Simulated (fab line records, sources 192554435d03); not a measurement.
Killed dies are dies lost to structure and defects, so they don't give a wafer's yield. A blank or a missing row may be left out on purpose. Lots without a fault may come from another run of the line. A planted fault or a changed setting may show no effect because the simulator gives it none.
fab line records | flow n5_finfet
record lots=5 wafers=15 last_day=18
route steps=1938 shown MIM_TOP_LITHO@1839 MIM_TOP_ETCH@1851 MIM_BOT_LITHO@1854 MIM_BOT_ETCH@1866
lots that met no fault: from a run of the same line without faults
start_h: hours from the record's first day to the start of the lot's first wafer shown | wait_h: hours since the lot's step before | " the same as in the row above | L1.1+2: a row that stands for several wafers | - no value, or no start given | * or withheld: withheld | < > ~ a bound
route shown NAME@n: a module of which the file shows steps, and the number in the route of the first | usual: mean/standard deviation of fault-free wafers | same: alike in all rows | chamber/n: place in a boat | sites: the reading at each site | _std_site: their standard deviation | _edge_site: outer sites' mean less inner sites' | radius_mm: how far each site lies from the wafer's centre | mask NAME#n: copy n | behind: the tool/chamber that last shaped the wafer | hold: why the lot was held/for how many hours/how that ended | device: the transistor (n, p or np) that didn't switch | end of line: the same wafers' tests at the end of the route | a step without rows: its recipe alone | killed: dies lost to structure and defects at the first sort, not the wafer's yield | map: a wafer's dies, x killed, . not, _ none there
set.NAME: the setting as run; set.NAME@STEP: as run at that earlier step | model.NAME: the simulator's own value behind a step, which no gauge read
lots at some steps of the route; a table a step, a row a wafer
services: from which hour (start_h, from the record's first day; less than 0 if before it) a tool's chamber was out of use, for how many hours, and why
## steps
# step N5_MIM_TOP_LITHO_HMDS_01
# recipe time_s=60 temp_c=120
# usual resist_line_temp_C=23.01/0.094
# columns lot.wafer tool chamber start_h wait_h resist_line_temp_C
L079.1 litho_track-04 0 309.67 0.1 22.98
L079.3 " 0 " " 23.04
L079.6 " 0 " " 23.03
L090.1 litho_track-01 0 360.20 0.1 23.04
L090.4 " 0 " " 22.96
L090.6 " 0 " " 23.01
L091.1 litho_track-04 0 375.14 0.1 23.07
L091.2 " 0 " " 23.00
L091.5 " 0 " " 22.98
L095.4 litho_track-01 0 397.88 0.1 22.86
L095.5 " 0 " " 22.97
L095.6 " 0 " " 22.91
L096.1 litho_track-04 0 414.37 0.1 22.95
L096.2 " 0 " " 23.07
L096.4 " 0 " " 23.05
# step N5_MIM_TOP_LITHO_COAT_02
# recipe spin_rpm=* resist_thk_nm=*
# usual resist_line_temp_C=23.00/0.094
# columns lot.wafer tool chamber start_h wait_h resist_line_temp_C
L079.1 litho_track-04 0 - - 23.01
L079.3 " 0 " " 23.05
L079.6 " 0 " " 22.92
L090.1 litho_track-01 0 - - 23.04
L090.4 " 0 " " 23.12
L090.6 " 0 " " 23.04
L091.1 litho_track-04 0 - - 23.16
L091.2 " 0 " " 23.14
L091.5 " 0 " " 23.01
L095.4 litho_track-01 0 - - 22.95
L095.5 " 0 " " 23.07
L095.6 " 0 " " 23.07
L096.1 litho_track-04 0 - - 23.09
L096.2 " 0 " " 23.08
L096.4 " 0 " " 22.95
# step N5_MIM_TOP_LITHO_EBR_04
# recipe solvent=PGMEA ebr_width_mm=1.5
# usual resist_line_temp_C=22.97/0.11
# columns lot.wafer tool chamber start_h wait_h resist_line_temp_C
L079.1 litho_track-04 0 - - 23.01
L079.3 " 0 " " 23.11
L079.6 " 0 " " 22.90
L090.1 litho_track-01 0 - - 22.98
L090.4 " 0 " " 22.92
L090.6 " 0 " " 22.94
L091.1 litho_track-04 0 - - 23.03
L091.2 " 0 " " 23.02
L091.5 " 0 " " 23.10
L095.4 litho_track-01 0 - - 23.01
L095.5 " 0 " " 22.93
L095.6 " 0 " " 22.84
L096.1 litho_track-04 0 - - 23.07
L096.2 " 0 " " 22.91
L096.4 " 0 " " 22.97
# step N5_MIM_TOP_LITHO_SOFTBAKE_03
# recipe temp_c=100 time_s=90
# usual resist_line_temp_C=22.98/0.11
# columns lot.wafer tool chamber start_h wait_h resist_line_temp_C
L079.1 litho_track-04 0 - - 23.00
L079.3 " 0 " " 22.98
L079.6 " 0 " " 23.15
L090.1 litho_track-01 0 - - 22.96
L090.4 " 0 " " 22.87
L090.6 " 0 " " 22.99
L091.1 litho_track-04 0 - - 22.88
L091.2 " 0 " " 23.15
L091.5 " 0 " " 23.11
L095.4 litho_track-01 0 - - 22.89
L095.5 " 0 " " 22.87
L095.6 " 0 " " 22.90
L096.1 litho_track-04 0 - - 22.95
L096.2 " 0 " " 23.07
L096.4 " 0 " " 22.79
# step N5_MIM_TOP_LITHO_EXPOSE_05
# recipe mask_id=MIM_TOP na=0.55 source_shape=conventional sigma_outer=0.8 polarization=unpolarized target_cd_nm=2000 dose_mj=20.5
# columns lot.wafer tool chamber start_h wait_h mask
L079.1+3+6 krf_scanner-02 0 309.78 - MIM_TOP#0
L090.1+4+6 krf_scanner-01 0 360.43 - MIM_TOP#0
L091.1+2+5 krf_scanner-01 0 375.37 - MIM_TOP#0
L095.4+5+6 krf_scanner-01 0 398.13 - MIM_TOP#0
L096.1+2+4 krf_scanner-02 0 414.60 - MIM_TOP#0
# step N5_MIM_TOP_LITHO_PEB_06
# recipe peb_temp_c=withheld peb_time_s=*
# usual resist_line_temp_C=*
# columns lot.wafer tool chamber start_h wait_h resist_line_temp_C
L079.1 litho_track-04 0 309.84 0.1 *
L079.3 " 0 " " *
L079.6 " 0 " " *
L090.1 litho_track-01 0 360.49 0.1 *
L090.4 " 0 " " *
L090.6 " 0 " " *
L091.1 litho_track-01 0 375.43 0.1 *
L091.2 " 0 " " *
L091.5 " 0 " " *
L095.4 litho_track-01 0 398.17 0.0 *
L095.5 " 0 " " *
L095.6 " 0 " " *
L096.1 litho_track-04 0 414.66 0.1 *
L096.2 " 0 " " *
L096.4 " 0 " " *
# step N5_MIM_TOP_LITHO_DEVELOP_07
# recipe develop_time_s=60 rinse_liquid=diw dry=air_spin dev_temp_c=21
# usual resist_line_temp_C=23.01/0.11
# columns lot.wafer tool chamber start_h wait_h resist_line_temp_C
L079.1 litho_track-04 0 - - 22.90
L079.3 " 0 " " 22.94
L079.6 " 0 " " 22.88
L090.1 litho_track-01 0 - - 23.27
L090.4 " 0 " " 23.02
L090.6 " 0 " " 23.22
L091.1 litho_track-01 0 - - 23.07
L091.2 " 0 " " 23.14
L091.5 " 0 " " 23.02
L095.4 litho_track-01 0 - - 22.82
L095.5 " 0 " " 23.12
L095.6 " 0 " " 22.92
L096.1 litho_track-04 0 - - 23.06
L096.2 " 0 " " 23.01
L096.4 " 0 " " 23.13
# step N5_MIM_TOP_LITHO_HARDBAKE_09
# recipe temp_c=130 time_s=120
# usual resist_line_temp_C=22.99/0.1
# columns lot.wafer tool chamber start_h wait_h resist_line_temp_C
L079.1 litho_track-04 0 - - 22.84
L079.3 " 0 " " 23.05
L079.6 " 0 " " 22.83
L090.1 litho_track-01 0 - - 23.09
L090.4 " 0 " " 23.08
L090.6 " 0 " " 23.09
L091.1 litho_track-01 0 - - 22.94
L091.2 " 0 " " 22.88
L091.5 " 0 " " 22.96
L095.4 litho_track-01 0 - - 23.06
L095.5 " 0 " " 23.19
L095.6 " 0 " " 23.01
L096.1 litho_track-04 0 - - 22.96
L096.2 " 0 " " 22.84
L096.4 " 0 " " 22.85
# step N5_MIM_TOP_LITHO_CD_MEAS_08
# recipe target_cd_nm=2000 landing_energy_ev=500 detector=se_inlens
# usual cd_nm=1999.5/2.6
# columns lot.wafer tool chamber start_h wait_h cd_nm
L079.1 cd_sem-02 0 309.96 - 2000.5
L079.3 " 0 " " 2000.6
L079.6 " 0 " " 1999.5
L090.1 cd_sem-01 0 360.61 - 2003.8
L090.4 " 0 " " 1999.5
L090.6 " 0 " " 2002.7
L091.1 cd_sem-02 0 375.55 - 1997.6
L091.2 " 0 " " 2000.1
L091.5 " 0 " " 1998.2
L095.4 cd_sem-02 0 398.30 - 2002.4
L095.5 " 0 " " 1997.7
L095.6 " 0 " " 2000.6
L096.1 cd_sem-01 0 414.78 - 2002.4
L096.2 " 0 " " 2001.6
L096.4 " 0 " " 2003.6
# step N5_MIM_TOP_LITHO_OVL_MEAS_11
# recipe points_per_wafer=44
# usual MIM_TOP_OVL=3/5.1
# columns lot.wafer tool chamber start_h wait_h MIM_TOP_OVL[nm]
L079.1 overlay-01 0 309.99 0.0 0
L079.3 " 0 " " -3
L079.6 " 0 " " 10
L090.1 overlay-02 0 360.64 0.0 -1
L090.4 " 0 " " 1
L090.6 " 0 " " 1
L091.1 overlay-02 0 375.58 0.0 4
L091.2 " 0 " " 0
L091.5 " 0 " " 0
L095.4 overlay-02 0 398.32 0.0 5
L095.5 " 0 " " 10
L095.6 " 0 " " 7
L096.1 overlay-02 0 414.81 0.0 -3
L096.2 " 0 " " 0
L096.4 " 0 " " 8
# step N5_MIM_TOP_LITHO_INSPECT_12
# recipe mode=adi inspect_instrument=macro
# usual raw_defect_count=2.2/1.4
# columns lot.wafer tool chamber start_h wait_h raw_defect_count
L079.1 defect_inspect-01 - 310.01 0.0 6
L079.3 " - " " 1
L079.6 " - " " 3
L090.1 defect_inspect-01 - 360.66 0.0 3
L090.4 " - " " 3
L090.6 " - " " 2
L091.1 defect_inspect-02 - 375.60 0.0 4
L091.2 " - " " 0
L091.5 " - " " 2
L095.4 defect_inspect-01 - 398.35 0.0 2
L095.5 " - " " 3
L095.6 " - " " 3
L096.1 defect_inspect-02 - 414.83 0.0 2
L096.2 " - " " 1
L096.4 " - " " 2
# step N5_MIM_TOP_LITHO_DESCUM_10
# recipe chemistry=O2 time_s=7.9 source_power_w=50 bias_power_w=20 pressure_mtorr=20 rf_frequency_hz=2.712e+07 temp_c=40 o2_flow_sccm=225
# usual bias_power_w=20.00/0.062 drypump_motor_current_A=5.6/0.4 oes_product_au=0.81/0.08 rf_fwd_power_W=49.72/0.15 rf_vpp_V=242.8/1.4 showerhead_plenum_p_Torr=2.07/0.067 throttle_valve_pct=20.31/0.21
# columns lot.wafer tool chamber start_h wait_h bias_power_w drypump_motor_current_A oes_product_au rf_fwd_power_W rf_hours_counter_h rf_vpp_V showerhead_plenum_p_Torr throttle_valve_pct
L079.1 rie_diel-06 0 310.05 0.0 20.11 5.2 0.69 49.77 249 246.0 2.12 20.07
L079.3 " 3 " " 20.04 5.1 0.83 49.44 92 242.4 2.04 20.53
L079.6 " 0 " " 20.08 5.2 0.68 49.72 - 243.7 2.12 20.07
L090.1 rie_diel-01 3 360.70 0.0 19.97 6.1 0.88 49.72 49 243.0 2.02 19.90
L090.4 " 2 " " 19.95 5.5 0.80 49.58 120 241.3 2.03 20.41
L090.6 " 1 " " 19.95 5.3 0.87 49.80 - 241.3 2.01 20.27
L091.1 rie_diel-04 1 375.69 0.1 20.08 5.8 0.83 49.86 58 243.1 2.12 20.44
L091.2 " 2 " " 20.01 6.0 0.96 49.89 3 243.5 2.07 20.11
L091.5 " 3 " " 19.94 5.1 0.76 49.58 - 240.8 2.00 20.58
L095.4 rie_diel-04 3 398.38 0.0 19.94 5.1 0.74 49.68 168 242.0 2.00 20.60
L095.5 " 2 " " 19.99 6.0 0.92 49.76 - 242.1 2.07 20.13
L095.6 " 1 " " 20.01 5.8 0.82 49.76 - 244.3 2.12 20.46
L096.1 rie_diel-04 2 414.87 0.0 19.98 6.0 0.91 49.80 18 243.4 2.07 20.15
L096.2 " 0 " " 20.11 6.0 0.72 49.52 207 240.7 1.97 20.21
L096.4 " 3 " " 20.11 5.2 0.75 49.84 - 239.6 1.99 20.61
# step N5_MIM_TOP_ETCH_ETCH_00
# recipe chemistry=Cl2/BCl3 target=TiN target_depth_a=385 ion_energy_ev=150 pressure_mtorr=10 icp_w=1000 bias_w=126 Cl2_flow_sccm=53.25 bcl3_flow_sccm=21.75 Ar_flow_sccm=25
# usual drypump_motor_current_A=5.7/0.4 oes_product_au=0.81/0.096 rf_fwd_power_W=994/3.4 throttle_valve_pct=22.6/0.31
# columns lot.wafer tool chamber start_h wait_h drypump_motor_current_A oes_product_au rf_fwd_power_W rf_hours_counter_h throttle_valve_pct
L079.1 rie_metal-03 0 310.14 0.1 5.5 0.71 989 64 23.2
L079.3 " 1 " " 5.9 0.75 995 - 22.8
L079.6 " 0 " " 5.5 0.72 992 - 23.2
L090.1 rie_metal-02 0 360.78 0.1 6.6 0.80 993 36 22.7
L090.4 " 1 " " 5.4 0.96 996 - 22.5
L090.6 " 1 " " 5.4 0.95 993 - 22.5
L091.1 rie_metal-01 1 375.78 0.1 5.4 0.90 992 17 22.5
L091.2 " 0 " " 5.9 0.74 997 69 22.2
L091.5 " 0 " " 5.8 0.74 998 - 22.2
L095.4 rie_metal-01 0 398.51 0.1 5.8 0.73 991 - 22.2
L095.5 " 1 " " 5.4 0.90 992 - 22.5
L095.6 " 0 " " 5.8 0.73 996 - 22.2
L096.1 rie_metal-01 0 414.95 0.1 5.9 0.73 995 74 22.2
L096.2 " 1 " " 5.4 0.90 991 21 22.5
L096.4 " 0 " " 5.8 0.72 998 - 22.2
# step N5_MIM_TOP_ETCH_STRIP_01
# recipe chemistry=O2 power_w=600 temp_c=60 pressure_mtorr=30 rf_frequency_hz=6e+07 bias_power_w=0 overash_fraction=0.5 o2_flow_sccm=225
# usual drypump_motor_current_A=5.8/0.55 oes_product_au=0.80/0.098 rf_vpp_V=3.7/1.3 showerhead_plenum_p_Torr=2.12/0.059 throttle_valve_pct=16.63/0.26
# same bias_power_w=0
# columns lot.wafer tool chamber start_h wait_h drypump_motor_current_A oes_product_au rf_hours_counter_h rf_vpp_V showerhead_plenum_p_Torr throttle_valve_pct
L079.1 rie_diel-02 0 310.29 0.1 5.2 0.96 10 3.5 2.11 16.23
L079.3 " 1 " " 6.3 0.79 105 7.4 2.13 16.45
L079.6 " 0 " " 5.2 0.96 - 3.1 2.11 16.23
L090.1 rie_diel-03 2 360.93 0.1 5.9 0.86 60 4.7 2.11 16.60
L090.4 " 0 " " 5.9 0.86 67 5.1 2.02 16.67
L090.6 " 0 " " 5.9 0.86 - 2.0 2.02 16.69
L091.1 rie_diel-03 3 375.92 0.1 4.8 0.70 234 3.3 2.16 16.84
L091.2 " 0 " " 5.9 0.86 72 4.4 2.01 16.66
L091.5 " 0 " " 5.9 0.84 - 3.1 2.01 16.68
L095.4 rie_diel-03 2 398.61 0.1 6.0 0.88 70 6.8 2.11 16.59
L095.5 " 0 " " 6.0 0.85 - 4.6 2.01 16.69
L095.6 " 1 " " 5.3 0.68 - 6.2 2.07 17.22
L096.1 rie_diel-02 1 415.09 0.1 6.3 0.76 138 3.6 2.12 16.53
L096.2 " 2 " " 5.9 0.85 57 3.5 2.22 16.30
L096.4 " 3 " " 6.2 0.92 31 1.9 2.16 16.45
# step N5_MIM_TOP_ETCH_PECVD_03
# recipe material=SiNx target_thk_a=200 temp_c=400 precursor=SiH4/NH3/N2 pressure_torr=1.5 rf_w=300 time_s=17.6
# usual heater_power_w=735/76 rf_fwd_power_W=297.8/1.1 showerhead_plenum_p_Torr=5.14/0.044 throttle_valve_pct=40.3/2.5
# columns lot.wafer tool chamber start_h wait_h heater_power_w rf_fwd_power_W showerhead_plenum_p_Torr throttle_valve_pct
L079.1 pecvd-02 2 310.35 - 830 297.9 5.13 37.3
L079.3 " 1 " " 795 297.0 5.09 44.0
L079.6 " 1 " " 780 297.2 5.10 44.0
L090.1 pecvd-02 2 360.99 - 721 297.0 5.14 37.9
L090.4 " 2 " " 723 297.3 5.15 37.9
L090.6 " 1 " " 719 296.6 5.09 44.1
L091.1 pecvd-02 0 375.99 - 658 299.2 5.11 41.8
L091.2 " 1 " " 740 296.8 5.10 44.1
L091.5 " 0 " " 665 299.3 5.12 41.5
L095.4 pecvd-04 2 398.69 - 632 297.7 5.23 40.4
L095.5 " 0 " " 839 298.6 5.16 39.2
L095.6 " 2 " " 627 297.3 5.21 40.7
L096.1 pecvd-04 2 415.16 - 746 297.3 5.21 40.5
L096.2 " 0 " " 706 298.5 5.16 39.5
L096.4 " 0 " " 698 298.3 5.16 39.4
# step N5_MIM_BOT_LITHO_HMDS_01
# recipe time_s=60 temp_c=120
# usual resist_line_temp_C=23.01/0.099
# columns lot.wafer tool chamber start_h wait_h resist_line_temp_C
L079.1 litho_track-03 0 310.42 0.0 22.87
L079.3 " 0 " " 22.99
L079.6 " 0 " " 22.98
L090.1 litho_track-03 0 361.06 0.0 22.89
L090.4 " 0 " " 22.98
L090.6 " 0 " " 22.87
L091.1 litho_track-02 0 376.06 0.0 23.16
L091.2 " 0 " " 23.19
L091.5 " 0 " " 23.11
L095.4 litho_track-05 0 398.77 0.1 23.07
L095.5 " 0 " " 23.01
L095.6 " 0 " " 22.97
L096.1 litho_track-03 0 415.23 0.0 23.03
L096.2 " 0 " " 22.91
L096.4 " 0 " " 22.98
# step N5_MIM_BOT_LITHO_COAT_02
# recipe spin_rpm=* resist_thk_nm=*
# usual resist_line_temp_C=23.03/0.11
# columns lot.wafer tool chamber start_h wait_h resist_line_temp_C
L079.1 litho_track-03 0 - - 23.30
L079.3 " 0 " " 23.18
L079.6 " 0 " " 23.10
L090.1 litho_track-03 0 - - 23.08
L090.4 " 0 " " 23.04
L090.6 " 0 " " 23.10
L091.1 litho_track-02 0 - - 23.02
L091.2 " 0 " " 23.07
L091.5 " 0 " " 22.94
L095.4 litho_track-05 0 - - 22.90
L095.5 " 0 " " 22.98
L095.6 " 0 " " 22.93
L096.1 litho_track-03 0 - - 22.76
L096.2 " 0 " " 23.03
L096.4 " 0 " " 22.95
# step N5_MIM_BOT_LITHO_EBR_04
# recipe solvent=PGMEA ebr_width_mm=1.5
# usual resist_line_temp_C=23.00/0.11
# columns lot.wafer tool chamber start_h wait_h resist_line_temp_C
L079.1 litho_track-03 0 - - 23.27
L079.3 " 0 " " 23.03
L079.6 " 0 " " 22.94
L090.1 litho_track-03 0 - - 22.98
L090.4 " 0 " " 23.10
L090.6 " 0 " " 22.99
L091.1 litho_track-02 0 - - 22.96
L091.2 " 0 " " 22.97
L091.5 " 0 " " 23.23
L095.4 litho_track-05 0 - - 22.81
L095.5 " 0 " " 23.01
L095.6 " 0 " " 22.88
L096.1 litho_track-03 0 - - 22.93
L096.2 " 0 " " 22.94
L096.4 " 0 " " 23.08
# step N5_MIM_BOT_LITHO_SOFTBAKE_03
# recipe temp_c=100 time_s=90
# usual resist_line_temp_C=23.00/0.11
# columns lot.wafer tool chamber start_h wait_h resist_line_temp_C
L079.1 litho_track-03 0 - - 23.05
L079.3 " 0 " " 23.07
L079.6 " 0 " " 23.08
L090.1 litho_track-03 0 - - 23.06
L090.4 " 0 " " 22.97
L090.6 " 0 " " 23.08
L091.1 litho_track-02 0 - - 22.94
L091.2 " 0 " " 23.04
L091.5 " 0 " " 23.25
L095.4 litho_track-05 0 - - 22.95
L095.5 " 0 " " 23.11
L095.6 " 0 " " 22.92
L096.1 litho_track-03 0 - - 22.86
L096.2 " 0 " " 23.09
L096.4 " 0 " " 23.10
# step N5_MIM_BOT_LITHO_EXPOSE_05
# recipe mask_id=MIM_BOT na=0.55 source_shape=conventional sigma_outer=0.8 polarization=unpolarized dose_mj=24.25
# columns lot.wafer tool chamber start_h wait_h mask
L079.1+3+6 krf_scanner-02 0 310.53 - MIM_BOT#0
L090.1+4+6 krf_scanner-01 0 361.29 - MIM_BOT#0
L091.1+2+5 krf_scanner-01 0 376.17 - MIM_BOT#0
L095.4+5+6 krf_scanner-01 0 399.02 - MIM_BOT#0
L096.1+2+4 krf_scanner-02 0 415.46 - MIM_BOT#0
# step N5_MIM_BOT_LITHO_PEB_06
# recipe peb_temp_c=withheld peb_time_s=*
# usual resist_line_temp_C=*
# columns lot.wafer tool chamber start_h wait_h resist_line_temp_C
L079.1 litho_track-05 0 310.59 0.1 *
L079.3 " 0 " " *
L079.6 " 0 " " *
L090.1 litho_track-03 0 361.35 0.1 *
L090.4 " 0 " " *
L090.6 " 0 " " *
L091.1 litho_track-05 0 376.22 0.1 *
L091.2 " 0 " " *
L091.5 " 0 " " *
L095.4 litho_track-02 0 399.06 0.0 *
L095.5 " 0 " " *
L095.6 " 0 " " *
L096.1 litho_track-05 0 415.52 0.1 *
L096.2 " 0 " " *
L096.4 " 0 " " *
# step N5_MIM_BOT_LITHO_DEVELOP_07
# recipe develop_time_s=60 rinse_liquid=diw dry=air_spin dev_temp_c=21
# usual resist_line_temp_C=22.99/0.12
# columns lot.wafer tool chamber start_h wait_h resist_line_temp_C
L079.1 litho_track-05 0 - - 22.77
L079.3 " 0 " " 22.98
L079.6 " 0 " " 23.09
L090.1 litho_track-03 0 - - 23.02
L090.4 " 0 " " 23.02
L090.6 " 0 " " 22.75
L091.1 litho_track-05 0 - - 23.08
L091.2 " 0 " " 23.16
L091.5 " 0 " " 23.12
L095.4 litho_track-02 0 - - 22.81
L095.5 " 0 " " 22.90
L095.6 " 0 " " 23.07
L096.1 litho_track-05 0 - - 23.09
L096.2 " 0 " " 22.96
L096.4 " 0 " " 23.03
# step N5_MIM_BOT_LITHO_HARDBAKE_09
# recipe temp_c=130 time_s=120
# usual resist_line_temp_C=22.99/0.1
# columns lot.wafer tool chamber start_h wait_h resist_line_temp_C
L079.1 litho_track-05 0 - - 23.08
L079.3 " 0 " " 23.14
L079.6 " 0 " " 22.96
L090.1 litho_track-03 0 - - 22.94
L090.4 " 0 " " 22.81
L090.6 " 0 " " 22.87
L091.1 litho_track-05 0 - - 22.95
L091.2 " 0 " " 22.81
L091.5 " 0 " " 22.95
L095.4 litho_track-02 0 - - 22.76
L095.5 " 0 " " 23.01
L095.6 " 0 " " 23.01
L096.1 litho_track-05 0 - - 23.10
L096.2 " 0 " " 22.89
L096.4 " 0 " " 22.93
# step N5_MIM_BOT_LITHO_CD_MEAS_08
# recipe target_cd_nm=3000 landing_energy_ev=500 detector=se_inlens polarity=opening
# usual cd_nm=3000.1/2.8
# columns lot.wafer tool chamber start_h wait_h cd_nm
L079.1 cd_sem-02 0 310.71 - 2998.0
L079.3 " 0 " " 3003.8
L079.6 " 0 " " 2998.1
L090.1 cd_sem-02 0 361.47 - 2994.4
L090.4 " 0 " " 2998.8
L090.6 " 0 " " 2997.9
L091.1 cd_sem-01 0 376.34 - 3006.7
L091.2 " 0 " " 3005.4
L091.5 " 0 " " 3003.6
L095.4 cd_sem-02 0 399.18 - 3000.0
L095.5 " 0 " " 3006.5
L095.6 " 0 " " 3004.4
L096.1 cd_sem-03 0 415.64 - 3000.2
L096.2 " 0 " " 2997.0
L096.4 " 0 " " 2997.4
# step N5_MIM_BOT_LITHO_OVL_MEAS_11
# recipe points_per_wafer=44
# usual MIM_BOT_OVL=2/5
# columns lot.wafer tool chamber start_h wait_h MIM_BOT_OVL[nm]
L079.1 overlay-02 0 310.74 0.0 3
L079.3 " 0 " " 1
L079.6 " 0 " " 5
L090.1 overlay-02 0 361.50 0.0 5
L090.4 " 0 " " 6
L090.6 " 0 " " 7
L091.1 overlay-02 0 376.37 0.0 -4
L091.2 " 0 " " 0
L091.5 " 0 " " -2
L095.4 overlay-02 0 399.21 0.0 8
L095.5 " 0 " " -2
L095.6 " 0 " " 1
L096.1 overlay-02 0 415.67 0.0 1
L096.2 " 0 " " 5
L096.4 " 0 " " 12
# step N5_MIM_BOT_LITHO_INSPECT_12
# recipe mode=adi inspect_instrument=macro
# usual raw_defect_count=2.2/1.5
# columns lot.wafer tool chamber start_h wait_h raw_defect_count
L079.1 defect_inspect-01 - 310.76 0.0 1
L079.3 " - " " 3
L079.6 " - " " 2
L090.1 defect_inspect-02 - 361.52 0.0 1
L090.4 " - " " 2
L090.6 " - " " 2
L091.1 defect_inspect-01 - 376.40 0.0 1
L091.2 " - " " 3
L091.5 " - " " 2
L095.4 defect_inspect-02 - 399.23 0.0 3
L095.5 " - " " 2
L095.6 " - " " 3
L096.1 defect_inspect-02 - 415.69 0.0 3
L096.2 " - " " 1
L096.4 " - " " 3
# step N5_MIM_BOT_LITHO_DESCUM_10
# recipe chemistry=O2 time_s=7.9 source_power_w=50 bias_power_w=20 pressure_mtorr=20 rf_frequency_hz=2.712e+07 temp_c=40 o2_flow_sccm=225
# usual bias_power_w=19.99/0.058 drypump_motor_current_A=5.6/0.41 oes_product_au=0.81/0.073 rf_fwd_power_W=49.69/0.17 rf_vpp_V=242.9/1.4 showerhead_plenum_p_Torr=2.06/0.07 throttle_valve_pct=20.32/0.21
# columns lot.wafer tool chamber start_h wait_h bias_power_w drypump_motor_current_A oes_product_au rf_fwd_power_W rf_hours_counter_h rf_vpp_V showerhead_plenum_p_Torr throttle_valve_pct
L079.1 rie_diel-04 2 310.80 0.0 19.98 6.0 0.68 49.81 235 243.9 2.08 20.33
L079.3 " 1 " " 20.01 5.8 0.87 49.70 34 244.6 2.13 20.38
L079.6 " 0 " " 20.04 5.9 0.74 49.55 - 242.7 1.98 20.15
L090.1 rie_diel-01 2 361.56 0.0 20.03 5.6 0.78 49.41 120 241.6 2.03 20.42
L090.4 " 0 " " 19.97 5.2 0.76 49.83 143 244.7 2.19 20.51
L090.6 " 3 " " 20.02 6.2 0.86 49.62 - 242.9 2.01 19.90
L091.1 rie_diel-06 3 376.68 0.3 19.78 5.1 0.82 49.72 119 241.0 2.03 20.57
L091.2 " 0 " " 19.98 5.2 0.96 49.59 15 244.4 2.12 19.83
L091.5 " 3 " " 19.94 5.1 0.80 49.75 - 242.4 2.03 20.57
L095.4 rie_diel-04 1 399.26 0.0 20.10 5.8 0.81 49.68 68 244.4 2.12 20.45
L095.5 " 3 " " 19.96 5.2 0.75 49.65 - 242.1 2.00 20.61
L095.6 " 0 " " 19.95 5.9 0.72 49.67 - 241.7 1.97 20.22
L096.1 rie_diel-04 0 415.73 0.0 20.01 5.9 0.71 49.98 207 241.1 1.97 20.21
L096.2 " 3 " " 19.94 5.2 0.74 50.08 173 241.6 1.99 20.61
L096.4 " 2 " " 20.01 6.0 0.91 49.68 - 242.4 2.06 20.14
# step N5_MIM_BOT_ETCH_ETCH_04
# recipe chemistry=CF4/O2 target=SiNx target_depth_a=260 time_s=13 ion_energy_ev=100 pressure_mtorr=40 source_w=535 bias_w=49 Ar_flow_sccm=100 cf4_flow_sccm=100 O2_flow_sccm=10
# usual drypump_motor_current_A=5.6/0.41 oes_f_703_au=0.81/0.074 oes_product_au=0.81/0.077 rf_fwd_power_W=532.2/1.7 rf_vpp_V=238/6.7 showerhead_plenum_p_Torr=2.18/0.064 throttle_valve_pct=15.90/0.16
# columns lot.wafer tool chamber start_h wait_h drypump_motor_current_A oes_f_703_au oes_product_au rf_fwd_power_W rf_hours_counter_h rf_vpp_V showerhead_plenum_p_Torr throttle_valve_pct
L079.1 rie_diel-04 2 310.86 0.0 6.0 0.69 0.67 529.1 235 237 2.18 15.91
L079.3 " 1 " " 5.9 0.83 0.86 534.9 34 252 2.24 15.87
L079.6 " 0 " " 5.9 0.76 0.75 529.5 - 235 2.13 15.89
L090.1 rie_diel-01 2 361.62 0.0 5.6 0.80 0.78 530.8 120 229 2.12 15.88
L090.4 " 0 " " 5.2 0.76 0.76 532.9 143 245 2.28 16.00
L090.6 " 3 " " 6.1 0.87 0.89 533.3 - 245 2.14 15.68
L091.1 rie_diel-06 3 376.74 0.0 5.1 0.75 0.78 532.5 119 233 2.13 16.12
L091.2 " 0 " " 5.2 0.94 0.98 531.7 15 247 2.26 15.54
L091.5 " 3 " " 5.1 0.75 0.78 535.9 - 232 2.13 16.11
L095.4 rie_diel-04 1 399.33 0.0 5.8 0.78 0.82 534.1 68 251 2.23 15.94
L095.5 " 3 " " 5.2 0.75 0.75 534.3 - 231 2.11 16.13
L095.6 " 0 " " 5.9 0.73 0.73 531.7 - 233 2.11 15.94
L096.1 rie_diel-04 0 415.79 0.0 6.0 0.73 0.73 532.6 207 234 2.11 15.99
L096.2 " 3 " " 5.1 0.75 0.74 533.2 173 233 2.10 16.13
L096.4 " 2 " " 6.0 0.92 0.91 531.6 - 236 2.17 15.56
# step N5_MIM_BOT_ETCH_ETCH_03
# recipe chemistry=Cl2/BCl3 target_depth_a=120 pressure_mtorr=8 icp_w=800 bias_w=100 Cl2_flow_sccm=20 bcl3_flow_sccm=80
# usual drypump_motor_current_A=5.8/0.45 oes_product_au=0.80/0.093 rf_fwd_power_W=793/3.4 throttle_valve_pct=27.6/0.43
# columns lot.wafer tool chamber start_h wait_h drypump_motor_current_A oes_product_au rf_fwd_power_W rf_hours_counter_h throttle_valve_pct
L079.1 rie_metal-02 0 310.95 0.1 6.6 0.81 792 31 27.8
L079.3 " 0 " " 6.6 0.81 788 - 27.8
L079.6 " 0 " " 6.6 0.80 793 - 27.8
L090.1 rie_metal-01 1 361.71 0.1 5.4 0.92 790 15 27.4
L090.4 " 0 " " 5.8 0.74 798 - 27.0
L090.6 " 0 " " 5.8 0.74 794 - 27.0
L091.1 rie_metal-03 0 376.83 0.1 5.5 0.72 788 69 28.4
L091.2 " 1 " " 5.9 0.74 798 51 27.7
L091.5 " 0 " " 5.5 0.71 792 - 28.4
L095.4 rie_metal-01 1 399.45 0.1 5.4 0.89 791 - 27.4
L095.5 " 0 " " 5.9 0.73 797 - 27.0
L095.6 " 1 " " 5.3 0.89 791 - 27.4
L096.1 rie_metal-01 1 415.93 0.1 5.4 0.89 792 21 27.4
L096.2 " 0 " " 5.8 0.73 800 74 27.0
L096.4 " 1 " " 5.4 0.90 789 - 27.4
## services
# columns tool chamber start_h hours kind
rie_diel-03 1 298.81 7.3 repair
litho_track-05 - 309.19 - consumable_replace:filter
rie_diel-02 1 322.00 2.0 repair
krf_scanner-01 - 326.87 1.3 pm
rie_metal-02 - 328.64 0.5 repair
rie_metal-03 0 332.65 14.8 repair
rie_diel-01 2 337.34 4.5 repair
rie_diel-03 - 350.66 0.5 repair
krf_scanner-01 - 357.31 1.0 pm
krf_scanner-01 - 361.48 3.5 repair
pecvd-02 - 361.59 2.8 pm
krf_scanner-02 - 373.96 3.6 pm
krf_scanner-01 - 380.95 0.4 repair
krf_scanner-02 - 383.76 1.0 repair
rie_diel-03 2 384.29 6.7 repair
krf_scanner-01 - 384.75 4.4 pm
rie_metal-02 - 388.06 28.1 pm
pecvd-04 - 393.86 3.2 repair
krf_scanner-02 - 396.67 1.3 pm
krf_scanner-02 - 400.20 0.8 pm
rie_diel-04 1 406.32 11.2 repair
krf_scanner-02 - 409.39 1.0 pm
rie_metal-03 - 411.11 1.5 repair
rie_diel-01 1 414.00 1.5 repair
## key
fault none
